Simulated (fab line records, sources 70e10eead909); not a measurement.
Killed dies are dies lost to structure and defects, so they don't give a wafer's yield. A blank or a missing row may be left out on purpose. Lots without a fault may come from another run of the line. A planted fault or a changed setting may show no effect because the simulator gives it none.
fab line records | flow nand_harc
record lots=5 wafers=15 last_day=32
route steps=1302 shown P_GATE@185
lots that met no fault: from a run of the same line without faults
start_h: hours from the record's first day to the start of the lot's first wafer shown | wait_h: hours since the lot's step before | " the same as in the row above | L1.1+2: a row that stands for several wafers | - no value, or no start given | * or withheld: withheld | < > ~ a bound
route shown NAME@n: a module of which the file shows steps, and the number in the route of the first | usual: mean/standard deviation of fault-free wafers | same: alike in all rows | chamber/n: place in a boat | sites: the reading at each site | _std_site: their standard deviation | _edge_site: outer sites' mean less inner sites' | radius_mm: how far each site lies from the wafer's centre | mask NAME#n: copy n | behind: the tool/chamber that last shaped the wafer | hold: why the lot was held/for how many hours/how that ended | device: the transistor (n, p or np) that didn't switch | end of line: the same wafers' tests at the end of the route | a step without rows: its recipe alone | killed: dies lost to structure and defects at the first sort, not the wafer's yield | map: a wafer's dies, x killed, . not, _ none there
set.NAME: the setting as run; set.NAME@STEP: as run at that earlier step | model.NAME: the simulator's own value behind a step, which no gauge read
lots at some steps of the route; a table a step, a row a wafer
services: from which hour (start_h, from the record's first day; less than 0 if before it) a tool's chamber was out of use, for how many hours, and why
## steps
# step NHARC_P_GATE_CD_MEAS_59
# recipe target_cd_nm=720 landing_energy_ev=500
# usual cd_nm=721.7/2.1
# columns lot.wafer tool chamber start_h wait_h cd_nm
L132.1 cd_sem-03 0 118.03 - 724.4
L132.3 " 0 " " 722.7
L132.4 " 0 " " 719.8
L138.2 cd_sem-03 0 179.52 - 722.0
L138.4 " 0 " " 720.1
L138.6 " 0 " " 719.6
L150.1 cd_sem-03 0 305.46 - 720.1
L150.4 " 0 " " 724.6
L150.5 " 0 " " 722.1
L153.1 cd_sem-01 0 322.32 - 720.2
L153.2 " 0 " " 722.7
L153.4 " 0 " " 723.7
L154.2 cd_sem-02 0 339.52 - 722.3
L154.5 " 0 " " 719.0
L154.6 " 0 " " 722.3
# step NHARC_P_GATE_HARDBAKE_60
# recipe temp_c=125 time_s=80
# step NHARC_P_GATE_DESCUM_61
# recipe time_s=3 o2_flow_sccm=200 ar_flow_sccm=0 bias_power_w=0 chemistry=O2
# usual drypump_motor_current_A=6.0/0.46 oes_product_au=0.998/0.013 rf_vpp_V=57.7/0.91 showerhead_plenum_p_Torr=1.90/0.055 throttle_valve_pct=11.310/0.0091
# columns lot.wafer tool chamber start_h wait_h drypump_motor_current_A oes_product_au rf_hours_counter_h rf_vpp_V showerhead_plenum_p_Torr throttle_valve_pct
L132.3 rie_diel-03 3 118.19 - 5.7 0.987 0 56.5 1.84 11.310
L132.1 " 0 " " 6.6 0.983 1 58.5 1.95 11.302
L132.4 " 1 " " 6.0 0.996 1 58.1 1.97 11.314
L138.2 rie_diel-09 0 179.69 - 5.6 0.996 2 57.3 1.83 11.316
L138.4 " 0 " " 5.6 0.996 - 57.4 1.83 11.313
L138.6 " 2 " " 5.9 0.984 - 59.8 1.98 11.316
L150.1 rie_diel-12 3 305.64 - 6.6 0.989 2 57.7 1.90 11.303
L150.4 " 1 " " 5.9 1.001 1 56.9 1.88 11.314
L150.5 " 2 " " 5.2 1.005 - 58.1 1.85 11.304
L153.1 rie_diel-12 0 322.49 - 5.6 0.977 3 59.6 1.97 11.319
L153.4 " 1 " " 5.9 0.991 3 58.5 1.88 11.318
L153.2 " 2 " " 5.2 1.011 3 56.6 1.85 11.315
L154.2 rie_diel-09 1 339.68 - 6.2 0.985 0 58.3 1.94 11.313
L154.6 " 1 " " 6.2 0.983 - 58.9 1.94 11.318
L154.5 " 2 " " 6.0 1.001 - 58.7 1.98 11.308
# step NHARC_P_GATE_IMPLANT_62
# recipe energy_kev=20 dose_cm2=3e+15 tilt_deg=7
# step NHARC_P_GATE_STRIP_112
# recipe power_w=1500 temp_c=110 time_s=200 chemistry=N2/H2
# usual drypump_motor_current_A=6.0/0.33 heater_power_w=87/8.6 temp_c=109.97/0.13
# columns lot.wafer tool chamber start_h wait_h drypump_motor_current_A heater_power_w rf_hours_counter_h temp_c
L132.1 plasma_asher-01 1 118.60 0.2 6.2 75 23 110.00
L132.3 " 0 " " 6.2 88 - 109.94
L132.4 " 1 " " 6.2 72 - 109.97
L138.2 plasma_asher-02 1 180.06 0.2 5.9 91 23 109.99
L138.4 " 0 " " 5.4 99 - 109.86
L138.6 " 1 " " 5.9 90 - 109.73
L150.1 plasma_asher-01 0 306.04 0.2 6.2 92 30 109.95
L150.4 " 0 " " 6.2 90 - 109.83
L150.5 " 0 " " 6.2 89 - 109.82
L153.2 plasma_asher-02 1 322.84 0.2 5.9 92 12 109.95
L153.1 " 0 " " 5.4 94 12 109.93
L153.4 " 0 " " 5.4 95 - 109.89
L154.2 plasma_asher-01 1 340.05 0.2 6.2 75 38 109.97
L154.6 " 1 " " 6.2 75 - 109.98
L154.5 " 0 " " 6.2 92 - 110.00
# step NHARC_P_GATE_STRIP_76
# recipe power_w=1500 temp_c=250 chemistry=O2
# usual drypump_motor_current_A=6.0/0.32 heater_power_w=327/31 temp_c=250.02/0.19
# columns lot.wafer tool chamber start_h wait_h drypump_motor_current_A heater_power_w rf_hours_counter_h temp_c
L132.1 plasma_asher-01 1 118.83 0.2 6.3 270 23 249.96
L132.3 " 0 " " 6.2 312 - 249.92
L132.4 " 1 " " 6.2 281 - 249.98
L138.2 plasma_asher-02 1 180.32 0.2 5.9 338 23 250.08
L138.4 " 0 " " 5.4 353 - 250.12
L138.6 " 1 " " 5.9 337 - 250.38
L150.1 plasma_asher-01 0 306.27 0.2 6.3 338 30 249.94
L150.4 " 0 " " 6.2 339 - 249.89
L150.5 " 0 " " 6.2 349 - 249.94
L153.2 plasma_asher-02 1 323.11 0.2 5.9 339 12 250.07
L153.1 " 0 " " 5.4 360 12 250.01
L153.4 " 0 " " 5.4 363 - 250.24
L154.2 plasma_asher-01 1 340.31 0.2 6.2 282 38 250.27
L154.6 " 1 " " 6.3 280 - 249.75
L154.5 " 0 " " 6.3 344 - 250.23
# step NHARC_P_GATE_STRIP_63
# recipe time_s=900 temp_c=130 chemistry=SPM
# step NHARC_P_GATE_DEHYDRATE_83
# recipe temp_c=150 time_s=120
# step NHARC_P_GATE_HMDS_84
# recipe time_s=30
# step NHARC_P_GATE_COAT_85
# recipe spin_rpm=3000
# step NHARC_P_GATE_SOFTBAKE_86
# recipe temp_c=122 time_s=95
# step NHARC_P_GATE_EBR_87
# step NHARC_P_GATE_EXPOSE_88
# recipe na=0.6 target_cd_nm=2000 dose_mj=11.87 mask_id=P_HVN
# usual reticle_temp_C=23.02/0.1
# columns lot.wafer tool chamber start_h wait_h mask reticle_temp_C
L132.1 krf_scanner-04 0 119.59 - P_HVN#0 23.05
L132.3 " 0 " " P_HVN#0 23.21
L132.4 " 0 " " P_HVN#0 23.05
L138.2 krf_scanner-03 0 181.11 - P_HVN_R1#0 22.99
L138.4 " 0 " " P_HVN_R1#0 23.08
L138.6 " 0 " " P_HVN_R1#0 22.91
L150.1 krf_scanner-04 0 306.90 - P_HVN#0 23.18
L150.4 " 0 " " P_HVN#0 23.00
L150.5 " 0 " " P_HVN#0 23.15
L153.1 krf_scanner-03 0 323.87 - P_HVN#0 23.00
L153.2 " 0 " " P_HVN#0 23.27
L153.4 " 0 " " P_HVN#0 23.02
L154.2 krf_scanner-02 0 341.08 - P_HVN#0 23.00
L154.5 " 0 " " P_HVN#0 23.05
L154.6 " 0 " " P_HVN#0 23.13
# step NHARC_P_GATE_PEB_89
# recipe peb_temp_c=118 peb_time_s=85
# step NHARC_P_GATE_DEVELOP_90
# recipe time_s=70
# step NHARC_P_GATE_CD_MEAS_91
# recipe target_cd_nm=2000 landing_energy_ev=500
# usual cd_nm=1999.4/2.3
# columns lot.wafer tool chamber start_h wait_h cd_nm
L132.1 cd_sem-02 0 119.74 - 2000.7
L132.3 " 0 " " 1999.9
L132.4 " 0 " " 1999.3
L138.2 cd_sem-03 0 181.27 - 1978.2
L138.4 " 0 " " 1981.2
L138.6 " 0 " " 1978.1
L150.1 cd_sem-03 0 307.05 - 1997.5
L150.4 " 0 " " 1999.1
L150.5 " 0 " " 1993.6
L153.1 cd_sem-03 0 324.03 - 1999.1
L153.2 " 0 " " 2001.6
L153.4 " 0 " " 1999.1
L154.2 cd_sem-01 0 341.23 - 2000.9
L154.5 " 0 " " 1997.7
L154.6 " 0 " " 2001.4
# step NHARC_P_GATE_HARDBAKE_92
# recipe temp_c=125 time_s=80
# step NHARC_P_GATE_DESCUM_93
# recipe time_s=3 o2_flow_sccm=200 ar_flow_sccm=0 bias_power_w=0 chemistry=O2
# usual drypump_motor_current_A=6.0/0.41 oes_product_au=0.996/0.013 rf_vpp_V=57.7/0.88 showerhead_plenum_p_Torr=1.90/0.057 throttle_valve_pct=11.312/0.0092
# columns lot.wafer tool chamber start_h wait_h drypump_motor_current_A oes_product_au rf_hours_counter_h rf_vpp_V showerhead_plenum_p_Torr throttle_valve_pct model.P_GATE.cd_nm
L132.1 rie_diel-09 2 119.90 - 6.0 1.008 9.7 56.4 1.98 11.308 2000
L132.3 " 0 " " 5.7 0.979 9.4 58.0 1.83 11.317 2000
L132.4 " 1 " " 6.2 0.976 8.5 56.8 1.94 11.314 1999
L138.2 rie_diel-09 0 181.44 - 5.7 0.990 1.5 58.3 1.83 11.307 1979
L138.6 " 3 " " 6.3 1.017 - 58.1 1.91 11.312 1978
L138.4 " 0 " " 5.6 0.992 - 56.2 1.83 11.331 1982
L150.1 rie_diel-09 0 307.21 - 5.7 0.983 7.9 57.5 1.83 11.320 1997
L150.4 " 2 " " 5.9 0.998 7.4 59.2 1.98 11.310 1999
L150.5 " 1 " " 6.2 0.979 - 58.1 1.94 11.323 1993
L153.2 rie_diel-12 2 324.19 - 5.2 0.999 3.8 57.3 1.85 11.317 2002
L153.4 " 3 " " 6.6 1.004 3.5 57.9 1.90 11.326 1998
L153.1 " 0 " " 5.6 0.975 3.4 57.8 1.97 11.318 1999
L154.2 rie_diel-12 1 341.41 - 5.9 1.002 5.3 58.7 1.88 11.310 2000
L154.6 " 3 " " 6.6 0.986 - 57.3 1.90 11.315 2001
L154.5 " 0 " " 5.6 0.984 - 58.8 1.97 11.321 1998
# step NHARC_P_GATE_IMPLANT_94
# recipe energy_kev=60 dose_cm2=2e+15 tilt_deg=7
## services
# columns tool chamber start_h hours kind
rie_diel-03 2 97.10 1.7 repair
krf_scanner-02 - 98.45 0.4 repair
rie_diel-03 2 102.53 2.8 repair
rie_diel-09 2 121.83 23.1 repair
rie_diel-09 - 143.10 9.0 pm
krf_scanner-03 - 164.54 0.3 repair
plasma_asher-01 - 165.07 9.0 pm
rie_diel-09 1 176.05 6.8 repair
rie_diel-12 - 178.74 0.9 repair
krf_scanner-04 - 182.00 4.0 pm
krf_scanner-04 - 198.20 0.4 repair
rie_diel-09 3 225.95 7.5 repair
krf_scanner-03 - 234.08 0.9 repair
krf_scanner-03 - 244.15 4.0 pm
plasma_asher-02 - 244.99 0.8 repair
rie_diel-09 3 246.88 4.9 repair
krf_scanner-03 - 248.84 0.4 repair
plasma_asher-02 - 249.00 9.0 pm
rie_diel-12 - 268.40 9.0 pm
rie_diel-09 1 278.84 10.1 repair
plasma_asher-02 - 282.36 2.7 repair
krf_scanner-03 - 319.13 3.0 repair
rie_diel-09 - 320.10 9.0 pm
rie_diel-12 - 328.39 0.2 repair
## key
first_sign step=NHARC_P_GATE_EXPOSE_88 reading=mask direction=changed
effect step=NHARC_P_GATE_CD_MEAS_91 reading=cd_nm direction=down sigmas=9 usual=1999.4 struck=1979.2
model_effect step=NHARC_P_GATE_DESCUM_93 value=P_GATE.cd_nm without=1999 struck=1980
met_at NHARC_P_GATE_EXPOSE_88
struck_wafers L138.2,L138.4,L138.6
tester_left_out L138
fault kind=wrong_mask tool=any chamber=- onset_h=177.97 steps=NHARC_P_GATE_EXPOSE_88 aux_copy=P_HVN_R1#0 cd_offset_nm=-19.698 scope=struck_lots_only
# tester_left_out: of these lots the tester's yield and bins aren't shown, on N5 and GAA mostly nor the transistor test; their killed dies are dies lost to structure and defects alone, not to doping, threshold or leakage, so they don't give the yield
